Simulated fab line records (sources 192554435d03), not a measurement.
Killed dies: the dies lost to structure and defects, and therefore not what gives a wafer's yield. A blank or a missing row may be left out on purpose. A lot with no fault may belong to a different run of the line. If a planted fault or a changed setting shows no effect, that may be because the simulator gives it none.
fab line records	flow n5-finfet
record: lots: 24	wafers: 72	last-day: 18
route steps=1938 shown BEOL_M2@883
lots that met no fault: from a run of the same line without faults
start-h: hours from the record's opening day to when the first of the lot's shown wafers began	wait-h: hours elapsed since this lot's preceding step	" same as the row above	L1.1+2: several wafers, shown together as one row	- no value present, or no start provided	* or withheld: withheld	< > ~ a bound
route shown NAME@n: a module of which the file shows steps, and the number in the route of the first	usual: mean/standard deviation of fault-free wafers	same: alike in all rows	chamber/n: place in a boat	sites: each site's reading	_std_site: how widely they spread, as a standard deviation	_edge_site: mean of outer sites minus mean of inner sites	radius-mm: for every site, how far away it sits from the centre of the wafer	mask NAME#n: copy n	behind: the last tool/chamber to shape the wafer	hold: cause of the lot's hold/its duration in hours/its outcome	device: whichever transistor did not switch (one of n, p or np)	end of line: at the end of the route, the tests of the same wafers	where a step has no rows: the recipe by itself	killed: at the first sort, the dies lost to defects and structure; wafer yield is something else	map: shows each die of a wafer: x if killed, . if not, _ if none is there
set.NAME: the setting that was run; set.NAME@STEP: the one run at that earlier step	model.NAME: the simulator's own value behind a step, which no gauge read
route steps across a sampled set of lots; one table per step, one row per wafer
services: a tool's chamber out of use, with start hour (start-h, from the record's first day; less than 0 if before it), hours out, and reason
== steps ==
step: N5_BEOL_M2_ETCHBACK_99
recipe: chemistry: CHF3	target: SiO2	target-depth-a: 50	time-s: 10.4	source-w: 215	bias-w: 47	Ar_flow_sccm: 200	CHF3_flow_sccm: 12	ion-energy-ev: 100	pressure-mtorr: 30
usual: drypump-motor-current-A: 5.8/0.34	oes-product-au: 0.83/0.079	rf-vpp-V: 243/4.1	showerhead-plenum-p-Torr: 2.18/0.051	throttle-valve-pct: 17.0/0.3
lot.wafer	tool	chamber	start-h	wait-h	drypump-motor-current-A	oes-product-au	rf-hours-counter-h	rf-vpp-V	showerhead-plenum-p-Torr	throttle-valve-pct
L074.2	rie-diel-02	0	141.80	0.4	6.0	0.88	45	243	2.19	16.8
L074.3	"	1	"	"	5.5	0.73	192	241	2.24	17.5
L074.5	"	0	"	"	6.0	0.87	-	242	2.19	16.8
L075.2	rie-diel-06	0	149.18	4.5	6.2	0.93	14	244	2.11	17.1
L075.4	"	1	"	"	6.5	0.95	5	244	2.19	17.1
L075.6	"	3	"	"	5.4	0.69	-	246	2.14	17.4
L076.3	rie-diel-06	0	153.60	5.8	6.2	0.93	16	245	2.11	17.1
L076.4	"	3	"	"	5.4	0.69	195	247	2.13	17.4
L076.6	"	3	"	"	5.4	0.70	-	247	2.14	17.4
L077.1	rie-diel-02	2	153.61	2.6	6.2	0.91	38	253	2.18	16.6
L077.2	"	3	"	"	5.5	0.91	10	238	2.21	16.6
L077.3	"	1	"	"	5.5	0.72	197	240	2.23	17.5
L078.1	rie-diel-01	1	162.07	1.6	6.1	0.69	246	246	2.11	17.2
L078.2	"	0	"	"	6.0	0.87	42	242	2.26	16.8
L078.5	"	1	"	"	6.1	0.70	-	247	2.11	17.3
L079.1	rie-diel-02	1	164.97	0.3	5.5	0.73	201	241	2.23	17.5
L079.3	"	3	"	"	5.5	0.89	14	238	2.21	16.6
L079.5	"	2	"	"	6.2	0.88	-	254	2.17	16.6
L080.4	rie-diel-02	3	176.67	3.7	5.5	0.89	-	239	2.21	16.6
L080.5	"	1	"	"	5.5	0.73	-	240	2.23	17.5
L080.6	"	0	"	"	6.0	0.87	-	241	2.18	16.8
L081.2	rie-diel-02	2	186.44	6.6	6.2	0.89	46	252	2.17	16.6
L081.3	"	1	"	"	5.6	0.72	210	241	2.23	17.5
L081.4	"	0	"	"	6.0	0.84	63	243	2.18	16.8
L082.3	rie-diel-06	2	186.50	1.5	5.7	0.87	45	241	2.10	16.9
L082.4	"	1	"	"	6.5	0.91	20	244	2.19	17.1
L082.6	"	0	"	"	6.2	0.90	-	245	2.10	17.1
L083.1	rie-diel-01	3	194.53	2.1	5.3	0.88	32	241	2.29	17.2
L083.4	"	1	"	"	6.1	0.99	0	248	2.11	16.8
L083.5	"	2	"	"	5.9	0.70	-	245	2.21	17.3
L084.2	rie-diel-06	3	198.21	3.0	5.4	0.67	213	248	2.13	17.4
L084.3	"	1	"	"	6.5	0.89	25	246	2.19	17.1
L084.6	"	3	"	"	5.4	0.67	-	247	2.13	17.4
L085.3	rie-diel-02	1	216.10	4.4	5.5	0.70	220	239	2.23	17.5
L085.5	"	3	"	"	5.5	0.86	-	239	2.20	16.7
L085.6	"	0	"	"	6.0	0.83	-	241	2.18	16.9
L087.1	rie-diel-06	1	226.26	5.1	6.5	0.88	33	246	2.18	17.1
L087.2	"	0	"	"	6.2	0.88	43	245	2.10	17.1
L087.5	"	2	"	"	5.7	0.86	-	243	2.10	16.9
L088.1	rie-diel-01	3	226.29	3.6	5.3	0.86	44	241	2.28	17.2
L088.5	"	3	"	"	5.3	0.86	-	242	2.28	17.2
L088.6	"	1	"	"	6.1	0.93	-	247	2.11	16.8
L086.2	rie-diel-02	1	226.38	3.3	5.5	0.70	225	241	2.22	17.5
L086.3	"	2	"	"	6.2	0.85	61	254	2.17	16.6
L086.6	"	3	"	"	5.5	0.85	-	238	2.20	16.7
L089.1	rie-diel-02	0	229.32	2.0	6.0	0.82	77	242	2.17	16.9
L089.2	"	2	"	"	6.2	0.86	62	252	2.17	16.7
L089.6	"	3	"	"	5.5	0.85	-	240	2.20	16.7
L090.1	rie-diel-02	1	229.79	1.9	5.5	0.70	226	240	2.22	17.5
L090.4	"	0	"	"	6.0	0.83	77	243	2.17	16.9
L090.5	"	3	"	"	5.5	0.85	-	238	2.20	16.7
L091.1	rie-diel-02	2	242.67	3.0	6.1	0.86	66	252	2.16	16.7
L091.4	"	0	"	"	6.0	0.83	81	244	2.17	16.9
L091.5	"	0	"	"	6.0	0.83	-	241	2.17	16.9
L092.2	rie-diel-02	3	244.44	0.1	5.5	0.84	43	240	2.20	16.7
L092.3	"	0	"	"	6.0	0.82	82	243	2.17	16.9
L092.6	"	3	"	"	5.5	0.84	-	239	2.20	16.7
L093.2	rie-diel-01	1	253.60	0.5	6.1	0.90	24	246	2.10	16.8
L093.5	"	0	"	"	6.1	0.83	-	241	2.25	16.9
L093.6	"	3	"	"	5.3	0.84	-	242	2.28	17.2
L094.2	rie-diel-06	0	272.30	8.9	6.2	0.85	58	244	2.09	17.2
L094.3	"	1	"	"	6.5	0.85	48	244	2.18	17.2
L094.4	"	2	"	"	5.7	0.83	75	243	2.09	17.0
L096.3	rie-diel-02	0	273.60	4.2	6.0	0.81	91	243	2.17	16.9
L096.4	"	1	"	"	5.5	0.70	240	239	2.22	17.6
L096.5	"	0	"	"	6.0	0.81	-	242	2.17	16.9
L095.3	rie-diel-02	0	274.07	4.5	6.0	0.81	91	241	2.17	16.9
L095.5	"	3	"	"	5.5	0.83	-	237	2.20	16.7
L095.6	"	0	"	"	6.0	0.81	-	242	2.17	16.9
L097.2	rie-diel-01	3	287.85	2.8	5.3	0.83	65	241	2.27	17.2
L097.4	"	0	"	"	6.0	0.82	87	240	2.25	16.9
L097.5	"	1	"	"	6.1	0.88	-	247	2.10	16.9
step: N5_BEOL_M2_SPUTTER_79
recipe: material: Cu	target-thk-a: 45	temp-c: -20	chamber-pressure-pa: 0.07	power-w: withheld	time-s: 8.29
usual: chamber-pressure-pa: 0.07/0.00013	substrate-temp-c: -20.01/0.096	throttle-valve-pct: 29.8/1.1
lot.wafer	tool	chamber	start-h	wait-h	chamber-pressure-pa	substrate-temp-c	throttle-valve-pct
L074.2	pvd-sputter-01	-	143.37	0.1	0.07016	-19.90	32.4
L074.3	"	-	"	"	0.07016	-19.95	30.7
L074.5	"	-	"	"	0.06998	-19.90	29.3
L075.2	pvd-sputter-01	-	152.00	0.1	0.07003	-20.08	29.1
L075.4	"	-	"	"	0.07016	-20.01	31.0
L075.6	"	-	"	"	0.06999	-19.97	29.1
L077.1	pvd-sputter-03	-	155.60	0.1	0.06994	-19.89	29.1
L077.2	"	-	"	"	0.07016	-20.09	29.4
L077.3	"	-	"	"	0.07008	-20.01	30.5
L076.3	pvd-sputter-02	-	156.93	0.1	0.06997	-20.00	28.2
L076.4	"	-	"	"	0.06988	-20.01	28.9
L076.6	"	-	"	"	0.06992	-19.96	28.1
L078.1	pvd-sputter-01	-	163.72	0.1	0.06983	-19.96	30.9
L078.2	"	-	"	"	0.07012	-19.89	32.3
L078.5	"	-	"	"	0.06976	-20.26	29.9
L079.1	pvd-sputter-02	-	166.63	0.1	0.06986	-20.01	29.0
L079.3	"	-	"	"	0.07006	-20.06	29.4
L079.5	"	-	"	"	0.07017	-19.98	28.0
L080.4	pvd-sputter-01	-	180.35	0.1	0.07	-20.14	30.2
L080.5	"	-	"	"	0.07015	-20.04	32.2
L080.6	"	-	"	"	0.07024	-20.04	30.2
L081.2	pvd-sputter-01	-	188.12	0.1	0.07021	-19.97	29.2
L081.3	"	-	"	"	0.07002	-19.99	29.6
L081.4	"	-	"	"	0.06994	-20.00	30.8
L082.3	pvd-sputter-03	-	188.14	0.1	0.06997	-19.97	29.2
L082.4	"	-	"	"	0.07003	-19.99	28.8
L082.6	"	-	"	"	0.0701	-19.99	30.2
L083.1	pvd-sputter-01	-	196.30	0.1	0.07002	-19.90	30.9
L083.4	"	-	"	"	0.06986	-20.01	30.2
L083.5	"	-	"	"	0.07005	-20.12	30.8
L084.2	pvd-sputter-01	-	199.98	0.1	0.07006	-20.10	29.3
L084.3	"	-	"	"	0.06985	-20.18	30.8
L084.6	"	-	"	"	0.06999	-20.12	29.4
L085.3	pvd-sputter-02	-	217.50	0.1	0.0701	-20.21	28.2
L085.5	"	-	"	"	0.07009	-20.07	28.3
L085.6	"	-	"	"	0.07011	-19.94	29.0
L087.1	pvd-sputter-03	-	227.93	0.1	0.07017	-20.09	30.3
L087.2	"	-	"	"	0.07	-19.95	30.4
L087.5	"	-	"	"	0.07027	-19.97	30.4
L088.1	pvd-sputter-02	-	228.11	0.1	0.06983	-20.11	28.0
L088.5	"	-	"	"	0.06968	-19.93	28.0
L088.6	"	-	"	"	0.06999	-20.10	29.2
L086.2	pvd-sputter-02	-	230.05	0.1	0.07008	-19.98	29.4
L086.3	"	-	"	"	0.06998	-20.14	28.2
L086.6	"	-	"	"	0.06994	-20.17	29.2
L089.1	pvd-sputter-01	-	230.76	0.1	0.07	-20.20	30.1
L089.2	"	-	"	"	0.06997	-19.97	32.3
L089.6	"	-	"	"	0.0699	-19.97	32.6
L090.1	pvd-sputter-03	-	231.54	0.1	0.07009	-19.99	29.1
L090.4	"	-	"	"	0.06992	-19.94	29.2
L090.5	"	-	"	"	0.06982	-19.98	30.4
L091.1	pvd-sputter-02	-	244.48	0.1	0.06997	-20.24	29.6
L091.4	"	-	"	"	0.0701	-20.19	28.9
L091.5	"	-	"	"	0.06979	-20.14	29.2
L092.2	pvd-sputter-02	-	246.64	0.1	0.06989	-20.18	29.3
L092.3	"	-	"	"	0.07007	-19.91	29.6
L092.6	"	-	"	"	0.07027	-20.01	28.1
L093.2	pvd-sputter-02	-	256.14	0.1	0.06999	-19.96	29.0
L093.5	"	-	"	"	0.06994	-20.15	29.8
L093.6	"	-	"	"	0.07013	-19.98	29.3
L094.2	pvd-sputter-03	-	274.32	0.1	0.07008	-19.95	30.5
L094.3	"	-	"	"	0.07006	-20.00	29.6
L094.4	"	-	"	"	0.07009	-19.98	30.7
L096.3	pvd-sputter-01	-	275.80	0.1	0.07004	-19.85	30.9
L096.4	"	-	"	"	0.07016	-19.90	32.2
L096.5	"	-	"	"	0.0699	-19.93	30.7
L095.3	pvd-sputter-01	-	277.88	0.1	0.0701	-20.00	30.2
L095.5	"	-	"	"	0.07007	-20.04	29.4
L095.6	"	-	"	"	0.06988	-19.82	31.0
L097.2	pvd-sputter-01	-	289.96	0.1	0.07007	-20.00	29.0
L097.4	"	-	"	"	0.06977	-19.89	32.1
L097.5	"	-	"	"	0.07008	-20.01	30.7
step: N5_BEOL_M2_ANNEAL_89
recipe: temp-c: 400	time-s: 240	ambient: vacuum
usual: heater-power-w: 816/66
lot.wafer	tool	chamber	start-h	wait-h	heater-power-w
L074.2	pvd-sputter-01	-	144.11	0.0	851
L074.3	"	-	"	"	887
L074.5	"	-	"	"	871
L075.2	pvd-sputter-01	-	152.74	0.0	842
L075.4	"	-	"	"	887
L075.6	"	-	"	"	861
L077.1	pvd-sputter-03	-	156.34	0.0	759
L077.2	"	-	"	"	696
L077.3	"	-	"	"	763
L076.3	pvd-sputter-02	-	157.67	0.0	696
L076.4	"	-	"	"	817
L076.6	"	-	"	"	694
L078.1	pvd-sputter-01	-	164.46	0.0	906
L078.2	"	-	"	"	863
L078.5	"	-	"	"	875
L079.1	pvd-sputter-02	-	167.37	0.0	826
L079.3	"	-	"	"	841
L079.5	"	-	"	"	701
L080.4	pvd-sputter-01	-	181.09	0.0	883
L080.5	"	-	"	"	872
L080.6	"	-	"	"	863
L081.2	pvd-sputter-01	-	188.86	0.0	865
L081.3	"	-	"	"	887
L081.4	"	-	"	"	911
L082.3	pvd-sputter-03	-	188.88	0.0	688
L082.4	"	-	"	"	732
L082.6	"	-	"	"	735
L083.1	pvd-sputter-01	-	197.04	0.0	903
L083.4	"	-	"	"	882
L083.5	"	-	"	"	905
L084.2	pvd-sputter-01	-	200.72	0.0	860
L084.3	"	-	"	"	881
L084.6	"	-	"	"	861
L085.3	pvd-sputter-02	-	218.24	0.0	692
L085.5	"	-	"	"	702
L085.6	"	-	"	"	824
L087.1	pvd-sputter-03	-	228.67	0.0	762
L087.2	"	-	"	"	748
L087.5	"	-	"	"	752
L088.1	pvd-sputter-02	-	228.85	0.0	703
L088.5	"	-	"	"	704
L088.6	"	-	"	"	833
L086.2	pvd-sputter-02	-	230.79	0.0	823
L086.3	"	-	"	"	689
L086.6	"	-	"	"	834
L089.1	pvd-sputter-01	-	231.50	0.0	842
L089.2	"	-	"	"	864
L089.6	"	-	"	"	858
L090.1	pvd-sputter-03	-	232.28	0.0	737
L090.4	"	-	"	"	683
L090.5	"	-	"	"	746
L091.1	pvd-sputter-02	-	245.22	0.0	849
L091.4	"	-	"	"	835
L091.5	"	-	"	"	817
L092.2	pvd-sputter-02	-	247.38	0.0	859
L092.3	"	-	"	"	784
L092.6	"	-	"	"	701
L093.2	pvd-sputter-02	-	256.88	0.0	841
L093.5	"	-	"	"	783
L093.6	"	-	"	"	847
L094.2	pvd-sputter-03	-	275.06	0.0	758
L094.3	"	-	"	"	685
L094.4	"	-	"	"	745
L096.3	pvd-sputter-01	-	276.54	0.0	890
L096.4	"	-	"	"	870
L096.5	"	-	"	"	899
L095.3	pvd-sputter-01	-	278.62	0.0	849
L095.5	"	-	"	"	871
L095.6	"	-	"	"	862
L097.2	pvd-sputter-01	-	290.70	0.0	858
L097.4	"	-	"	"	866
L097.5	"	-	"	"	887
step: N5_BEOL_M2_SPUTTER_94
recipe: material: Cu	target-thk-a: 45	temp-c: -20	chamber-pressure-pa: 0.07	power-w: withheld	time-s: 8.29
usual: chamber-pressure-pa: 0.07001/0.00016	substrate-temp-c: -20.02/0.1	throttle-valve-pct: 29.9/1.1
lot.wafer	tool	chamber	start-h	wait-h	chamber-pressure-pa	substrate-temp-c	throttle-valve-pct
L074.2	pvd-sputter-01	-	144.69	0.1	0.07032	-20.26	32.3
L074.3	"	-	"	"	0.07022	-19.99	31.1
L074.5	"	-	"	"	0.06999	-19.96	29.2
L075.2	pvd-sputter-01	-	153.32	0.1	0.07008	-20.18	28.9
L075.4	"	-	"	"	0.07013	-20.02	30.9
L075.6	"	-	"	"	0.07007	-20.17	29.2
L077.1	pvd-sputter-03	-	156.92	0.1	0.06981	-20.01	29.0
L077.2	"	-	"	"	0.06991	-20.07	29.4
L077.3	"	-	"	"	0.06974	-20.15	30.6
L076.3	pvd-sputter-02	-	158.25	0.1	0.0699	-20.06	28.2
L076.4	"	-	"	"	0.07006	-20.06	29.2
L076.6	"	-	"	"	0.06977	-19.90	28.2
L078.1	pvd-sputter-01	-	165.04	0.1	0.06994	-20.08	30.7
L078.2	"	-	"	"	0.07014	-20.13	32.2
L078.5	"	-	"	"	0.07009	-20.03	30.2
L079.1	pvd-sputter-02	-	167.95	0.1	0.06998	-19.90	29.0
L079.3	"	-	"	"	0.06984	-19.91	29.3
L079.5	"	-	"	"	0.07034	-19.83	28.0
L080.4	pvd-sputter-01	-	181.67	0.1	0.06986	-20.04	29.8
L080.5	"	-	"	"	0.06994	-20.20	32.3
L080.6	"	-	"	"	0.07006	-20.06	30.0
L081.2	pvd-sputter-01	-	189.44	0.1	0.07006	-19.99	29.2
L081.3	"	-	"	"	0.0703	-19.83	30.2
L081.4	"	-	"	"	0.06996	-19.93	31.0
L082.3	pvd-sputter-03	-	189.46	0.1	0.07022	-19.75	29.4
L082.4	"	-	"	"	0.06981	-19.90	29.1
L082.6	"	-	"	"	0.06988	-19.93	30.4
L083.1	pvd-sputter-01	-	197.62	0.1	0.07009	-19.97	30.9
L083.4	"	-	"	"	0.0701	-19.78	30.1
L083.5	"	-	"	"	0.06988	-19.97	30.8
L084.2	pvd-sputter-01	-	201.30	0.1	0.07015	-20.07	28.8
L084.3	"	-	"	"	0.07012	-20.03	30.9
L084.6	"	-	"	"	0.07015	-20.11	29.1
L085.3	pvd-sputter-02	-	218.82	0.1	0.07015	-20.13	28.2
L085.5	"	-	"	"	0.07005	-19.99	28.2
L085.6	"	-	"	"	0.06995	-19.99	29.2
L087.1	pvd-sputter-03	-	229.25	0.1	0.07025	-20.16	30.4
L087.2	"	-	"	"	0.06992	-19.88	30.5
L087.5	"	-	"	"	0.07001	-19.94	30.5
L088.1	pvd-sputter-02	-	229.43	0.1	0.06964	-20.15	28.3
L088.5	"	-	"	"	0.06971	-20.14	28.3
L088.6	"	-	"	"	0.07009	-20.15	29.0
L086.2	pvd-sputter-02	-	231.37	0.1	0.06994	-19.96	29.5
L086.3	"	-	"	"	0.06991	-20.00	28.0
L086.6	"	-	"	"	0.07003	-19.90	28.9
L089.1	pvd-sputter-01	-	232.08	0.1	0.06984	-19.98	30.2
L089.2	"	-	"	"	0.06997	-20.01	32.4
L089.6	"	-	"	"	0.06997	-19.97	32.2
L090.1	pvd-sputter-03	-	232.86	0.1	0.06972	-20.06	29.0
L090.4	"	-	"	"	0.06996	-20.03	29.3
L090.5	"	-	"	"	0.07022	-20.11	30.4
L091.1	pvd-sputter-02	-	245.80	0.1	0.07008	-20.24	29.4
L091.4	"	-	"	"	0.06998	-19.99	29.1
L091.5	"	-	"	"	0.06995	-20.05	28.9
L092.2	pvd-sputter-02	-	247.96	0.1	0.07019	-19.77	29.6
L092.3	"	-	"	"	0.07001	-19.97	29.3
L092.6	"	-	"	"	0.06983	-19.93	28.2
L093.2	pvd-sputter-02	-	257.46	0.1	0.07004	-19.90	28.8
L093.5	"	-	"	"	0.07028	-20.10	29.6
L093.6	"	-	"	"	0.07015	-20.00	28.9
L094.2	pvd-sputter-03	-	275.64	0.1	0.06997	-20.09	30.5
L094.3	"	-	"	"	0.0702	-19.92	29.5
L094.4	"	-	"	"	0.06994	-20.09	30.5
L096.3	pvd-sputter-01	-	277.12	0.1	0.0698	-20.18	30.9
L096.4	"	-	"	"	0.06965	-19.92	32.2
L096.5	"	-	"	"	0.07008	-20.12	30.8
L095.3	pvd-sputter-01	-	279.20	0.1	0.07023	-20.13	30.2
L095.5	"	-	"	"	0.07002	-20.03	28.9
L095.6	"	-	"	"	0.07023	-20.20	30.8
L097.2	pvd-sputter-01	-	291.28	0.1	0.06983	-20.11	29.0
L097.4	"	-	"	"	0.06996	-20.02	32.2
L097.5	"	-	"	"	0.06992	-19.92	30.9
step: N5_BEOL_M2_ANNEAL_51
recipe: temp-c: 225	time-s: 90	ambient: N2
usual: wafer_temp_C_max: 225.65/0.17
lot.wafer	tool	chamber	start-h	wait-h	wafer_temp_C_max
L074.2	rtp-anneal-02	0	145.38	0.3	225.49
L074.3	"	0	"	"	225.76
L074.5	"	0	"	"	225.43
L075.2	rtp-anneal-02	0	153.78	0.1	225.54
L075.4	"	0	"	"	225.57
L075.6	"	0	"	"	225.62
L077.1	rtp-anneal-02	0	157.34	0.1	225.73
L077.2	"	0	"	"	225.86
L077.3	"	0	"	"	225.73
L076.3	rtp-anneal-02	0	158.75	0.1	225.69
L076.4	"	0	"	"	225.97
L076.6	"	0	"	"	225.87
L078.1	rtp-anneal-02	0	165.45	0.1	225.44
L078.2	"	0	"	"	225.57
L078.5	"	0	"	"	225.79
L079.1	rtp-anneal-01	0	168.36	0.1	225.54
L079.3	"	0	"	"	225.36
L079.5	"	0	"	"	225.46
L080.4	rtp-anneal-01	0	182.22	0.2	225.52
L080.5	"	0	"	"	225.72
L080.6	"	0	"	"	225.70
L081.2	rtp-anneal-01	0	189.92	0.1	225.60
L081.3	"	0	"	"	225.76
L081.4	"	0	"	"	225.69
L082.3	rtp-anneal-02	0	190.04	0.2	225.36
L082.4	"	0	"	"	225.71
L082.6	"	0	"	"	225.51
L083.1	rtp-anneal-02	0	198.03	0.1	225.89
L083.4	"	0	"	"	225.63
L083.5	"	0	"	"	225.61
L084.2	rtp-anneal-02	0	201.78	0.1	225.62
L084.3	"	0	"	"	225.72
L084.6	"	0	"	"	225.39
L085.3	rtp-anneal-01	0	219.44	0.2	225.77
L085.5	"	0	"	"	225.69
L085.6	"	0	"	"	225.52
L087.1	rtp-anneal-02	0	229.67	0.1	225.72
L087.2	"	0	"	"	226.07
L087.5	"	0	"	"	225.91
L088.1	rtp-anneal-02	0	229.94	0.2	225.68
L088.5	"	0	"	"	225.62
L088.6	"	0	"	"	225.67
L086.2	rtp-anneal-01	0	231.89	0.2	225.59
L086.3	"	0	"	"	225.47
L086.6	"	0	"	"	225.63
L089.1	rtp-anneal-01	0	232.51	0.1	225.61
L089.2	"	0	"	"	225.60
L089.6	"	0	"	"	225.72
L090.1	rtp-anneal-01	0	233.28	0.1	225.59
L090.4	"	0	"	"	225.60
L090.5	"	0	"	"	225.44
L091.1	rtp-anneal-01	0	246.21	0.1	225.59
L091.4	"	0	"	"	225.24
L091.5	"	0	"	"	225.59
L092.2	rtp-anneal-02	0	248.42	0.1	225.45
L092.3	"	0	"	"	225.40
L092.6	"	0	"	"	225.56
L093.2	rtp-anneal-02	0	257.94	0.1	225.44
L093.5	"	0	"	"	225.73
L093.6	"	0	"	"	225.62
L094.2	rtp-anneal-02	0	276.10	0.1	225.69
L094.3	"	0	"	"	225.88
L094.4	"	0	"	"	225.21
L096.3	rtp-anneal-02	0	277.63	0.1	225.66
L096.4	"	0	"	"	225.43
L096.5	"	0	"	"	225.49
L095.3	rtp-anneal-02	0	279.71	0.1	225.77
L095.5	"	0	"	"	225.49
L095.6	"	0	"	"	225.74
L097.2	rtp-anneal-01	0	291.74	0.1	225.73
L097.4	"	0	"	"	225.86
L097.5	"	0	"	"	225.70
step: N5_BEOL_M2_PRE_CLEAN_60
recipe: gas: NH3/H2	time-s: 15	temp-c: *	rf-power-w: 300
usual: heater-power-w: 79/14
lot.wafer	tool	chamber	start-h	wait-h	heater-power-w
L074.2	cvd-co-01	0	145.96	0.0	94
L074.3	"	2	"	"	67
L074.5	"	1	"	"	91
L075.2	cvd-co-01	2	154.37	0.0	70
L075.4	"	1	"	"	94
L075.6	"	2	"	"	69
L077.1	cvd-co-02	2	157.97	0.0	83
L077.2	"	1	"	"	53
L077.3	"	0	"	"	73
L076.3	cvd-co-02	0	159.65	0.3	71
L076.4	"	0	"	"	74
L076.6	"	2	"	"	84
L078.1	cvd-co-02	1	166.08	0.0	55
L078.2	"	2	"	"	82
L078.5	"	2	"	"	82
L079.1	cvd-co-02	2	168.99	0.0	80
L079.3	"	1	"	"	54
L079.5	"	1	"	"	55
L080.4	cvd-co-01	1	182.81	0.1	93
L080.5	"	0	"	"	96
L080.6	"	2	"	"	69
L081.2	cvd-co-01	2	190.50	0.0	70
L081.3	"	0	"	"	98
L081.4	"	1	"	"	92
L082.3	cvd-co-02	0	190.60	0.0	72
L082.4	"	2	"	"	80
L082.6	"	1	"	"	56
L083.1	cvd-co-01	0	198.66	0.0	97
L083.4	"	2	"	"	69
L083.5	"	2	"	"	68
L084.2	cvd-co-01	2	202.36	0.0	71
L084.3	"	2	"	"	69
L084.6	"	0	"	"	97
L085.3	cvd-co-01	1	219.98	0.0	95
L085.5	"	1	"	"	94
L085.6	"	2	"	"	69
L087.1	cvd-co-02	2	230.29	0.0	83
L087.2	"	0	"	"	72
L087.5	"	1	"	"	56
L088.1	cvd-co-02	0	230.60	0.0	72
L088.5	"	2	"	"	83
L088.6	"	1	"	"	56
L086.2	cvd-co-01	2	232.48	0.0	70
L086.3	"	1	"	"	95
L086.6	"	0	"	"	93
L089.1	cvd-co-01	1	233.14	0.0	92
L089.2	"	0	"	"	93
L089.6	"	1	"	"	93
L090.1	cvd-co-01	1	233.91	0.0	95
L090.4	"	0	"	"	95
L090.5	"	2	"	"	68
L091.1	cvd-co-01	2	246.84	0.0	70
L091.4	"	2	"	"	71
L091.5	"	0	"	"	94
L092.2	cvd-co-01	0	249.00	0.0	97
L092.3	"	1	"	"	92
L092.6	"	0	"	"	95
L093.2	cvd-co-02	2	258.52	0.0	83
L093.5	"	2	"	"	84
L093.6	"	0	"	"	73
L094.2	cvd-co-02	2	276.68	0.0	85
L094.3	"	1	"	"	56
L094.4	"	0	"	"	75
L096.3	cvd-co-02	1	278.17	0.0	55
L096.4	"	0	"	"	73
L096.5	"	1	"	"	55
L095.3	cvd-co-01	1	280.25	0.0	93
L095.5	"	2	"	"	68
L095.6	"	0	"	"	95
L097.2	cvd-co-01	1	292.33	0.0	93
L097.4	"	1	"	"	93
L097.5	"	2	"	"	70
== services ==
tool	chamber	start-h	hours	kind
cvd-co-01	0	152.11	7.9	repair
cvd-co-02	-	155.95	1.9	repair
pvd-sputter-03	-	157.71	0.7	repair
rie-diel-02	2	171.75	5.4	repair
rie-diel-01	1	172.90	-	clean
rie-diel-01	1	172.90	-	consumable-replace:focus-ring
rie-diel-01	1	172.90	20.6	scheduled-down
rie-diel-01	1	172.90	20.6	vent-cycle
rie-diel-01	-	189.34	0.3	repair
cvd-co-01	1	192.58	13.5	repair
cvd-co-02	-	206.63	3.8	pm
rie-diel-01	2	218.92	9.9	repair
rie-diel-02	0	219.88	3.8	repair
cvd-co-01	-	223.22	0.9	repair
rie-diel-01	2	254.45	7.3	repair
rie-diel-01	2	261.77	-	clean
rie-diel-01	2	261.77	-	consumable-replace:focus-ring
rie-diel-01	2	261.77	11.2	scheduled-down
rie-diel-01	2	261.77	11.2	vent-cycle
== key ==
fault none
